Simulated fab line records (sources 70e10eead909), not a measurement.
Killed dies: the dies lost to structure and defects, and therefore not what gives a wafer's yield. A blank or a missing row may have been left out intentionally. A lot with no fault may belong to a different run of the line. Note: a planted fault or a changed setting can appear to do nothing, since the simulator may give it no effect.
Chamber matching    flow nandHarc    pecvd-01 running NHARC_A_CONTACT_DEP_85: 3 sister chambers
The step deposits SiON, target thk 60 nm. 14 wafers are shown with their chamber, then 7 later ones without.

## EACH WAFER AND ITS CHAMBER
wafer   chamber  heaterPowerW (W)  chamberPressureTorr (Torr)
L083.1  1        672               3.492
L083.2  2        675               3.516
L083.6  0        891               3.498
L085.1  0        897               3.521
L085.2  2        643               3.501
L085.5  0        920               3.522
L086.2  0        780               3.492
L086.4  0        813               3.491
L086.6  1        690               3.487
L088.2  2        658               3.498
L088.4  1        703               3.499
L088.5  2        660               3.504
L089.2  2        673               3.501
L089.3  1        625               3.489

SIGNATURES (averages over the wafers above)
reading              chamber 0  chamber 1  chamber 2  scatter within a chamber
heaterPowerW         860.20     672.50     661.80     41.2
chamberPressureTorr  3.50480    3.49175    3.50400    0.0106
Rule: distance of a wafer from a chamber = root of the sum over the readings of ((wafer's reading minus chamber's mean) / reading's scatter) squared. The wafer belongs to the nearest chamber; if the next one is less than 2 further off, it can't be placed. How the scatter is found: for the shown wafers, subtract from each reading the mean of its chamber, square and add these, divide the total by (wafers less chambers), then take the root.

## WAFERS WITH NO CHAMBER GIVEN
wafer   heaterPowerW (W)  chamberPressureTorr (Torr)
L089.4  630               3.488
L091.2  817               3.507
L091.4  662               3.503
L091.5  821               3.501
L095.1  622               3.488
L095.3  897               3.505
L095.5  618               3.492

## EACH ONE'S CHAMBER
wafer   from the rows above      in truth
L089.4  can't be placed: 1 or 2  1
L091.2  0                        0
L091.4  can't be placed: 2 or 1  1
L091.5  0                        0
L095.1  can't be placed: 1 or 2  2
L095.3  0                        0
L095.5  can't be placed: 1 or 2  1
Correctly placed: 3 of 7. These rows do not allow placing 4 (true chamber among the candidates in 4). 0 placed wrongly.
